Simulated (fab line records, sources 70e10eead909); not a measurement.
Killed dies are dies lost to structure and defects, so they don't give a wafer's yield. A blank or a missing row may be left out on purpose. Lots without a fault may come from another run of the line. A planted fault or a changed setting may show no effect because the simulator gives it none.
fab line records | flow nand_harc | part 1 of 2: steps 1 to 23 of 34
record lots=5 wafers=15 last_day=33
route steps=1302 shown A_SGD_CUT@921 A_SLIT@922 A_SIN_REMOVE@947 A_WL_FILL@952
lots that met no fault: from a run of the same line without faults
start_h: hours from the record's first day to the start of the lot's first wafer shown | wait_h: hours since the lot's step before | " the same as in the row above | L1.1+2: a row that stands for several wafers | - no value, or no start given | * or withheld: withheld | < > ~ a bound
route shown NAME@n: a module of which the file shows steps, and the number in the route of the first | usual: mean/standard deviation of fault-free wafers | same: alike in all rows | chamber/n: place in a boat | sites: the reading at each site | _std_site: their standard deviation | _edge_site: outer sites' mean less inner sites' | radius_mm: how far each site lies from the wafer's centre | mask NAME#n: copy n | behind: the tool/chamber that last shaped the wafer | hold: why the lot was held/for how many hours/how that ended | device: the transistor (n, p or np) that didn't switch | end of line: the same wafers' tests at the end of the route | a step without rows: its recipe alone | killed: dies lost to structure and defects at the first sort, not the wafer's yield | map: a wafer's dies, x killed, . not, _ none there
set.NAME: the setting as run; set.NAME@STEP: as run at that earlier step | model.NAME: the simulator's own value behind a step, which no gauge read
lots at some steps of the route; a table a step, a row a wafer
services: from which hour (start_h, from the record's first day; less than 0 if before it) a tool's chamber was out of use, for how many hours, and why
## steps
# step NHARC_A_SGD_CUT_INSPECT_25
# usual raw_defect_count=361/66
# columns lot.wafer tool chamber start_h wait_h raw_defect_count
L081.3 defect_inspect-02 - 517.77 - 374
L081.4 " - " " 365
L081.6 " - " " 360
L080.2 defect_inspect-02 - 517.83 - 415
L080.4 " - " " 481
L080.5 " - " " 503
L088.1 defect_inspect-01 - 592.51 - 302
L088.2 " - " " 228
L088.6 " - " " 380
L094.3 defect_inspect-01 - 658.41 - 282
L094.5 " - " " 273
L094.6 " - " " 286
L096.2 defect_inspect-01 - 671.75 - 387
L096.3 " - " " 441
L096.4 " - " " 468
# step NHARC_A_SLIT_DEP_25
# recipe target_thk_a=2000 temp_c=400 pressure_torr=6.5 rf_w=900 teos_flow_sccm=161.4 flow_sccm=2650 target_thk_nm=200 gas=O2 material=SiO2
# usual heater_power_w=568/98 throttle_valve_pct=15.8/0.45
# columns lot.wafer tool chamber start_h wait_h heater_power_w throttle_valve_pct
L081.3 pecvd-01 1 517.87 0.1 466 15.4
L081.6 " 0 " " 603 14.9
L081.4 " 1 " " 488 15.7
L080.2 pecvd-03 2 517.94 0.1 383 15.9
L080.5 " 1 " " 590 17.0
L080.4 " 2 " " 395 15.9
L088.1 pecvd-01 0 592.58 0.1 585 15.5
L088.2 " 1 " " 561 15.6
L088.6 " 0 " " 621 15.1
L094.3 pecvd-01 2 658.55 0.1 704 15.9
L094.5 " 0 " " 528 15.5
L094.6 " 1 " " 439 15.9
L096.2 pecvd-01 0 671.86 0.1 502 15.4
L096.3 " 1 " " 455 16.2
L096.4 " 0 " " 528 15.3
# step NHARC_A_SLIT_DEP_00
# recipe target_thk_a=62000 temp_c=400 material=aC
# usual throttle_valve_pct=34.999/0.0086
# columns lot.wafer tool chamber start_h wait_h throttle_valve_pct
L081.3 acl_dep-01 0 521.18 - 34.996
L081.4 " 0 " " 35.005
L081.6 " 0 523.10 - 35.015
L080.2 acl_dep-02 0 522.05 - 34.994
L080.4 " 0 523.29 - 34.983
L080.5 " 0 " " 34.989
L088.1 acl_dep-02 0 592.92 - 35.000
L088.2 " 0 " " 34.989
L088.6 " 0 596.00 - 35.003
L094.3 acl_dep-03 0 660.06 - 35.003
L094.5 " 0 661.30 - 34.993
L094.6 " 0 " " 34.995
L096.2 acl_dep-02 0 674.32 - 35.010
L096.3 " 0 " " 35.010
L096.4 " 0 " " 34.988
# step NHARC_A_SLIT_DEP_23
# recipe target_thk_a=1000 target_thk_nm=100 temp_c=400 pressure_torr=3.5 flow_sccm=200 rf_w=350 material=SiON
# usual heater_power_w=761/94
# columns lot.wafer tool chamber start_h wait_h heater_power_w
L081.3 pecvd-01 1 523.82 2.0 718
L081.4 " 0 " " 791
L081.6 " 1 " " 729
L080.2 pecvd-02 0 525.21 2.5 924
L080.5 " 2 " " 752
L080.4 " 1 " " 741
L088.1 pecvd-01 2 596.67 3.1 883
L088.2 " 0 " " 741
L088.6 " 2 " " 891
L094.3 pecvd-03 0 662.60 1.9 869
L094.5 " 0 " " 710
L094.6 " 1 " " 650
L096.2 pecvd-03 1 677.56 2.6 713
L096.3 " 2 " " 664
L096.4 " 1 " " 713
# step NHARC_A_SLIT_DEHYDRATE_01
# recipe temp_c=150 time_s=120
# columns lot.wafer tool chamber start_h wait_h
L081.3+4+6 litho_track-06 0 524.03 0.2
L080.2+4+5 litho_track-04 0 525.45 0.2
L088.1+2+6 litho_track-06 0 596.91 0.2
L094.3+5+6 litho_track-04 0 662.84 0.2
L096.2+3+4 litho_track-04 0 677.83 0.2
# step NHARC_A_SLIT_HMDS_02
# recipe time_s=30
# columns lot.wafer tool chamber start_h wait_h
L081.3+4+6 litho_track-06 0 - -
L080.2+4+5 litho_track-04 0 - -
L088.1+2+6 litho_track-06 0 - -
L094.3+5+6 litho_track-04 0 - -
L096.2+3+4 litho_track-04 0 - -
# step NHARC_A_SLIT_COAT_03
# recipe spin_rpm=1500 resist_thk_nm=90
# columns lot.wafer tool chamber start_h wait_h
L081.3+4+6 litho_track-06 0 - -
L080.2+4+5 litho_track-04 0 - -
L088.1+2+6 litho_track-06 0 - -
L094.3+5+6 litho_track-04 0 - -
L096.2+3+4 litho_track-04 0 - -
# step NHARC_A_SLIT_SOFTBAKE_04
# recipe temp_c=105 time_s=55
# columns lot.wafer tool chamber start_h wait_h
L081.3+4+6 litho_track-06 0 - -
L080.2+4+5 litho_track-04 0 - -
L088.1+2+6 litho_track-06 0 - -
L094.3+5+6 litho_track-04 0 - -
L096.2+3+4 litho_track-04 0 - -
# step NHARC_A_SLIT_EBR_05
# columns lot.wafer tool chamber start_h wait_h
L081.3+4+6 litho_track-06 0 - -
L080.2+4+5 litho_track-04 0 - -
L088.1+2+6 litho_track-06 0 - -
L094.3+5+6 litho_track-04 0 - -
L096.2+3+4 litho_track-04 0 - -
# step NHARC_A_SLIT_EXPOSE_06
# recipe na=1.35 dose_mj=60.82 mask_id=SLIT
# usual stage_vel_mm_s=500.04/0.24
# columns lot.wafer tool chamber start_h wait_h mask stage_vel_mm_s
L081.3 arfi_scanner-03 0 524.31 - SLIT#0 499.74
L081.4 " 0 " " SLIT#0 499.73
L081.6 " 0 " " SLIT#0 499.72
L080.2 arfi_scanner-01 0 525.73 - SLIT#0 499.75
L080.4 " 0 " " SLIT#0 500.16
L080.5 " 0 " " SLIT#0 499.88
L088.1 arfi_scanner-02 0 597.18 - SLIT#0 499.99
L088.2 " 0 " " SLIT#0 499.96
L088.6 " 0 " " SLIT#0 500.08
L094.3 arfi_scanner-01 0 663.12 - SLIT#0 499.84
L094.5 " 0 " " SLIT#0 500.25
L094.6 " 0 " " SLIT#0 499.99
L096.2 arfi_scanner-03 0 677.97 - SLIT#0 499.93
L096.3 " 0 " " SLIT#0 499.70
L096.4 " 0 " " SLIT#0 500.07
# step NHARC_A_SLIT_PEB_07
# recipe peb_temp_c=100 peb_time_s=65
# same peb_time_s=65
# columns lot.wafer tool chamber start_h wait_h
L081.3+4+6 litho_track-04 0 524.36 0.0
L080.2+4+5 litho_track-01 0 525.79 0.1
L088.1+2+6 litho_track-04 0 597.24 0.1
L094.3+5+6 litho_track-06 0 663.17 0.0
L096.2+3+4 litho_track-06 0 678.03 0.1
# step NHARC_A_SLIT_DEVELOP_08
# recipe develop_time_s=35 dev_temp_c=23
# columns lot.wafer tool chamber start_h wait_h
L081.3+4+6 litho_track-04 0 - -
L080.2+4+5 litho_track-01 0 - -
L088.1+2+6 litho_track-04 0 - -
L094.3+5+6 litho_track-06 0 - -
L096.2+3+4 litho_track-06 0 - -
# step NHARC_A_SLIT_CD_MEAS_09
# recipe target_cd_nm=300 landing_energy_ev=500
# usual cd_nm=300.1/0.62
# columns lot.wafer tool chamber start_h wait_h cd_nm
L081.3 cd_sem-03 0 524.44 - 299.3
L081.4 " 0 " " 299.5
L081.6 " 0 " " 299.3
L080.2 cd_sem-03 0 525.87 - 299.4
L080.4 " 0 " " 300.4
L080.5 " 0 " " 299.8
L088.1 cd_sem-02 0 597.32 - 300.3
L088.2 " 0 " " 299.4
L088.6 " 0 " " 299.5
L094.3 cd_sem-03 0 663.25 - 300.2
L094.5 " 0 " " 300.3
L094.6 " 0 " " 300.8
L096.2 cd_sem-01 0 678.11 - 300.3
L096.3 " 0 " " 300.2
L096.4 " 0 " " 300.4
# step NHARC_A_SLIT_OVL_MEAS_10
# usual overlay_x_nm=0.5/0.83 overlay_y_nm=0.2/0.84
# columns lot.wafer tool chamber start_h wait_h overlay_x_nm overlay_y_nm
L081.3 overlay-02 - 524.53 - -0.3 1.0
L081.4 " - " " -0.5 0.8
L081.6 " - " " -0.2 1.0
L080.2 overlay-01 - 525.96 - -0.3 0.2
L080.4 " - " " 0.5 1.3
L080.5 " - " " -0.7 0.7
L088.1 overlay-01 - 597.41 - 0.1 -0.4
L088.2 " - " " 0.3 -0.1
L088.6 " - " " -0.4 -0.8
L094.3 overlay-01 - 663.34 - 0.5 0.6
L094.5 " - " " 1.2 0.6
L094.6 " - " " 0.3 0.8
L096.2 overlay-02 - 678.20 - -1.3 -1.9
L096.3 " - " " -1.6 -2.3
L096.4 " - " " -1.2 -2.4
# step NHARC_A_SLIT_INSPECT_11
# usual raw_defect_count=56/23
# columns lot.wafer tool chamber start_h wait_h raw_defect_count
L081.3 defect_inspect-02 - 524.56 0.0 73
L081.4 " - " " 91
L081.6 " - " " 84
L080.2 defect_inspect-01 - 525.99 0.0 68
L080.4 " - " " 66
L080.5 " - " " 61
L088.1 defect_inspect-01 - 597.45 0.0 17
L088.2 " - " " 15
L088.6 " - " " 18
L094.3 defect_inspect-01 - 663.37 0.0 32
L094.5 " - " " 31
L094.6 " - " " 30
L096.2 defect_inspect-02 - 678.23 0.0 47
L096.3 " - " " 48
L096.4 " - " " 42
# step NHARC_A_SLIT_DESCUM_14
# recipe time_s=3 o2_flow_sccm=200 ar_flow_sccm=0 bias_power_w=0 chemistry=O2
# usual drypump_motor_current_A=5.8/0.54 oes_product_au=1.001/0.011 rf_vpp_V=57.9/0.9 showerhead_plenum_p_Torr=1.95/0.081 throttle_valve_pct=11.310/0.0089
# same bias_power_w=0
# columns lot.wafer tool chamber start_h wait_h drypump_motor_current_A oes_product_au rf_hours_counter_h rf_vpp_V showerhead_plenum_p_Torr throttle_valve_pct
L081.3 rie_diel-04 1 524.63 0.1 5.8 1.003 8.5 58.1 1.91 11.315
L081.4 " 2 " " 6.2 1.000 8.3 56.8 1.83 11.300
L081.6 " 0 " " 6.8 0.999 - 57.8 1.81 11.314
L080.4 rie_diel-04 0 526.07 0.1 6.8 1.005 8.9 57.5 1.81 11.303
L080.2 " 1 " " 5.7 1.010 9.4 57.0 1.91 11.301
L080.5 " 3 " " 4.8 1.014 - 57.3 2.05 11.320
L088.1 rie_diel-04 2 597.52 0.1 6.3 1.001 3.6 58.3 1.83 11.317
L088.2 " 3 " " 4.8 1.002 2.9 58.3 2.05 11.323
L088.6 " 0 " " 6.8 1.004 - 57.0 1.81 11.305
L094.3 rie_diel-10 2 663.44 0.1 5.6 0.977 3.2 55.9 1.91 11.316
L094.5 " 1 " " 5.4 0.987 - 56.9 1.91 11.310
L094.6 " 2 " " 5.6 0.983 - 58.7 1.91 11.301
L096.3 rie_diel-10 3 678.30 0.1 5.5 0.995 5.4 58.2 2.05 11.303
L096.2 " 0 " " 5.8 0.979 5.5 57.4 1.99 11.306
L096.4 " 1 " " 5.3 0.990 4.3 58.9 1.91 11.317
# step NHARC_A_SLIT_ETCH_24
# recipe target_depth_a=1210 time_s=60.5 cf4_flow_sccm=100 chf3_flow_sccm=30 ar_flow_sccm=0 rf_w=500 bias_w=200 chemistry=CF4/CHF3
# usual drypump_motor_current_A=5.8/0.52 oes_product_au=0.963/0.02 rf_vpp_V=371.6/2.2 showerhead_plenum_p_Torr=1.61/0.061 throttle_valve_pct=16.805/0.0089
# columns lot.wafer tool chamber start_h wait_h drypump_motor_current_A oes_product_au rf_hours_counter_h rf_vpp_V showerhead_plenum_p_Torr throttle_valve_pct
L081.3 rie_diel-04 3 524.72 0.1 4.8 0.987 8.0 373.8 1.68 16.779
L081.4 " 0 " " 6.8 0.967 8.0 368.6 1.49 16.808
L081.6 " 2 " " 6.2 0.976 - 368.8 1.51 16.799
L080.2 rie_diel-09 1 526.15 0.1 5.3 0.998 0.4 371.3 1.62 16.809
L080.4 " 1 " " 5.2 0.984 - 372.0 1.62 16.794
L080.5 " 2 " " 6.1 1.002 - 374.0 1.65 16.804
L088.1 rie_diel-04 3 597.62 0.1 4.8 0.954 2.9 376.5 1.68 16.812
L088.2 " 0 " " 6.8 0.952 4.0 367.8 1.49 16.812
L088.6 " 0 " " 6.8 0.955 - 367.9 1.49 16.806
L094.3 rie_diel-10 1 663.52 0.1 5.4 0.965 2.9 369.2 1.57 16.811
L094.5 " 1 " " 5.3 0.951 - 369.9 1.57 16.822
L094.6 " 2 " " 5.6 0.943 - 368.8 1.57 16.808
L096.4 rie_diel-10 0 678.39 0.1 5.8 0.967 5.5 373.0 1.63 16.803
L096.2 " 1 " " 5.4 0.969 4.3 369.9 1.57 16.799
L096.3 " 2 " " 5.6 0.934 4.2 370.6 1.57 16.801
# step NHARC_A_SLIT_ETCH_15
# recipe target_depth_a=62000 over_etch_frac=0.3 time_s=1612 ion_energy_ev=150 o2_flow_sccm=400 cos_flow_sccm=20 ar_flow_sccm=0 rf_w=500 bias_w=300 chemistry=O2/COS
# usual drypump_motor_current_A=5.8/0.52 oes_product_au=1.002/0.01 rf_vpp_V=315.1/2 showerhead_plenum_p_Torr=3.19/0.12 throttle_valve_pct=28.329/0.01
# columns lot.wafer tool chamber start_h wait_h drypump_motor_current_A oes_product_au rf_hours_counter_h rf_vpp_V showerhead_plenum_p_Torr throttle_valve_pct
L081.4 rie_diel-04 2 - - 6.2 1.013 8.5 312.7 2.99 28.323
L081.3 " 3 " " 4.8 1.016 8.2 317.2 3.33 28.341
L081.6 " 0 " " 6.8 1.013 - 312.0 2.96 28.336
L080.2 rie_diel-09 2 - - 6.2 0.993 0.6 317.1 3.27 28.331
L080.4 " 2 " " 6.2 1.001 - 316.7 3.27 28.312
L080.5 " 1 " " 5.2 0.989 - 315.4 3.21 28.346
L088.1 rie_diel-04 3 - - 4.8 1.014 3.2 315.7 3.33 28.309
L088.2 " 2 " " 6.3 1.016 3.9 311.7 2.99 28.346
L088.6 " 3 " " 4.8 1.004 - 316.5 3.33 28.339
L094.3 rie_diel-10 1 - - 5.4 0.995 3.2 313.9 3.11 28.332
L094.5 " 0 " " 5.9 0.992 - 316.4 3.24 28.311
L094.6 " 1 " " 5.4 1.002 - 313.4 3.11 28.313
L096.4 rie_diel-10 1 - - 5.4 0.999 4.5 314.1 3.11 28.330
L096.3 " 2 " " 5.6 0.993 4.4 314.1 3.11 28.328
L096.2 " 3 " " 5.6 1.001 5.7 317.2 3.34 28.318
# step NHARC_A_SLIT_ETCH_17
# recipe bias_v=900 source_w=withheld pressure_mtorr=20 ar_flow_sccm=375 c4f8_flow_sccm=83.3 o2_flow_sccm=41.7 time_s=4254.5 target_depth_a=2.03e+05 chemistry=C4F8/O2/Ar
# usual drypump_motor_current_A=5.9/0.45 showerhead_plenum_p_Torr=3.58/0.075 throttle_valve_pct=32.045/0.0097
# columns lot.wafer tool chamber start_h wait_h drypump_motor_current_A rf_hours_counter_h showerhead_plenum_p_Torr throttle_valve_pct
L081.4 har_etch-01 0 527.07 - 5.7 - 3.49 32.034
L081.3 " 1 " " 6.2 - 3.63 32.050
L081.6 " 0 " " 5.7 - 3.49 32.039
L080.2 har_etch-01 0 530.25 - 5.7 295 3.48 32.034
L080.4 " 1 " " 6.2 - 3.63 32.042
L080.5 " 1 532.07 - 6.2 - 3.63 32.039
L088.2 har_etch-02 1 599.02 - 6.5 119 3.65 32.028
L088.1 " 0 " " 5.2 119 3.56 32.038
L088.6 " 0 602.01 - 5.2 - 3.56 32.045
L094.3 har_etch-02 0 666.49 - 5.2 - 3.54 32.039
L094.5 " 1 " " 6.4 - 3.63 32.059
L094.6 " 0 " " 5.2 - 3.54 32.058
L096.2 har_etch-01 1 679.55 - 6.2 378 3.58 32.035
L096.3 " 1 680.76 - 6.2 - 3.58 32.049
L096.4 " 0 " " 5.7 - 3.44 32.044
# step NHARC_A_SLIT_ETCH_26
# recipe bias_v=400 source_w=2000 pressure_mtorr=25 time_s=90 ar_flow_sccm=375 c4f8_flow_sccm=41.7 o2_flow_sccm=83.3 target_depth_a=4000 chemistry=C4F8/O2/Ar
# usual drypump_motor_current_A=5.9/0.45 showerhead_plenum_p_Torr=3.61/0.077 throttle_valve_pct=27.620/0.0093
# columns lot.wafer tool chamber start_h wait_h drypump_motor_current_A rf_hours_counter_h showerhead_plenum_p_Torr throttle_valve_pct
L081.4 har_etch-01 0 529.51 1.8 5.7 - 3.51 27.629
L081.3 " 1 " " 6.2 - 3.66 27.634
L081.6 " 0 " " 5.7 - 3.51 27.635
L080.2 har_etch-01 0 533.32 2.5 5.7 298 3.51 27.625
L080.4 " 1 " " 6.2 - 3.66 27.624
L080.5 " 1 " " 6.2 - 3.66 27.624
L088.2 har_etch-02 1 602.61 3.0 6.5 122 3.68 27.623
L088.1 " 0 " " 5.2 122 3.59 27.628
L088.6 " 0 " " 5.2 - 3.59 27.613
L094.3 har_etch-02 0 668.38 1.3 5.3 - 3.57 27.612
L094.5 " 1 " " 6.4 - 3.66 27.600
L094.6 " 0 " " 5.2 - 3.56 27.620
L096.2 har_etch-01 1 683.18 3.0 6.2 381 3.61 27.613
L096.3 " 1 " " 6.2 - 3.61 27.641
L096.4 " 0 " " 5.7 - 3.47 27.611
# step NHARC_A_SLIT_STRIP_28
# recipe o2_flow_sccm=400 cos_flow_sccm=20 ar_flow_sccm=0 bias_w=0 chemistry=O2/COS
# columns lot.wafer tool chamber start_h wait_h
L081.4+3+6 rie_diel-04 1,2,0 530.26 0.7
L080.2+4+5 rie_diel-09 0,3,1 534.08 0.7
L088.2+1+6 rie_diel-09 0,1,0 603.40 0.8
L094.3+6+5 rie_diel-10 2,3,0 669.11 0.7
L096.3+4+2 rie_diel-09 2,3,0 683.98 0.7
# step NHARC_A_SLIT_ETCH_29
# recipe target_depth_a=1000 overetch_a=100 time_s=55 ion_energy_ev=100 cf4_flow_sccm=80 o2_flow_sccm=20 ar_flow_sccm=0 rf_w=300 bias_w=100 chemistry=CF4/O2
# usual drypump_motor_current_A=5.8/0.54 oes_product_au=1.004/0.0093 rf_vpp_V=198.4/1.4 showerhead_plenum_p_Torr=1.36/0.051 throttle_valve_pct=13.397/0.0092
# columns lot.wafer tool chamber start_h wait_h drypump_motor_current_A oes_product_au rf_hours_counter_h rf_vpp_V showerhead_plenum_p_Torr throttle_valve_pct
L081.4 rie_diel-04 3 530.36 0.1 4.8 1.009 8.5 199.0 1.43 13.412
L081.3 " 0 " " 6.8 1.008 9.0 197.4 1.26 13.397
L081.6 " 2 " " 6.3 1.015 - 196.2 1.28 13.407
L080.4 rie_diel-10 2 534.77 0.7 5.6 0.988 7.6 196.5 1.33 13.381
L080.2 " 3 " " 5.5 1.000 7.1 199.3 1.43 13.416
L080.5 " 1 " " 5.3 1.006 - 197.7 1.33 13.396
L088.1 rie_diel-09 1 603.49 0.1 5.2 0.997 4.5 198.8 1.37 13.394
L088.2 " 0 " " 6.5 1.015 4.6 198.8 1.37 13.394
L088.6 " 2 " " 6.2 1.008 - 199.7 1.40 13.397
L094.3 rie_diel-10 0 669.18 0.1 5.8 1.009 5.3 198.6 1.39 13.400
L094.6 " 3 " " 5.5 1.002 - 199.5 1.43 13.387
L094.5 " 0 " " 5.8 1.005 - 200.5 1.39 13.392
L096.3 rie_diel-09 3 684.07 0.1 5.9 1.014 0.0 199.8 1.41 13.401
L096.2 " 0 " " 6.3 0.994 0.0 196.7 1.37 13.392
L096.4 " 2 " " 6.1 1.011 0.0 200.2 1.40 13.391
# step NHARC_A_SLIT_STRIP_18
# recipe o2_flow_sccm=500 ar_flow_sccm=0 bias_w=0 chemistry=O2
# usual drypump_motor_current_A=5.8/0.56 oes_product_au=1.003/0.0096 rf_vpp_V=58.0/0.81 showerhead_plenum_p_Torr=3.60/0.13 throttle_valve_pct=17.037/0.0089
# columns lot.wafer tool chamber start_h wait_h drypump_motor_current_A oes_product_au rf_hours_counter_h rf_vpp_V showerhead_plenum_p_Torr throttle_valve_pct
L081.4 rie_diel-04 3 - - 4.8 1.014 8.6 56.4 3.76 17.036
L081.3 " 1 " " 5.8 1.015 9.5 56.1 3.53 17.036
L081.6 " 0 " " 6.9 1.009 - 58.0 3.35 17.051
L080.4 rie_diel-10 1 - - 5.4 0.997 6.3 57.8 3.52 17.025
L080.2 " 2 " " 5.6 0.987 7.6 57.6 3.52 17.032
L080.5 " 2 " " 5.6 1.004 - 57.2 3.52 17.025
L088.1 rie_diel-09 1 - - 5.3 0.998 4.5 56.0 3.63 17.028
L088.2 " 2 " " 6.2 1.007 4.5 57.9 3.69 17.031
L088.6 " 1 " " 5.3 1.003 - 58.0 3.63 17.037
L094.3 rie_diel-10 1 - - 5.4 0.992 4.0 58.6 3.52 17.041
L094.5 " 1 " " 5.4 0.998 - 58.0 3.52 17.047
L094.6 " 2 " " 5.6 0.985 - 57.2 3.52 17.024
L096.3 rie_diel-09 2 - - 6.2 0.994 0.0 59.4 3.69 17.038
L096.4 " 3 " " 5.9 1.004 0.0 58.2 3.71 17.039
L096.2 " 0 " " 6.4 1.016 0.0 57.5 3.61 17.045
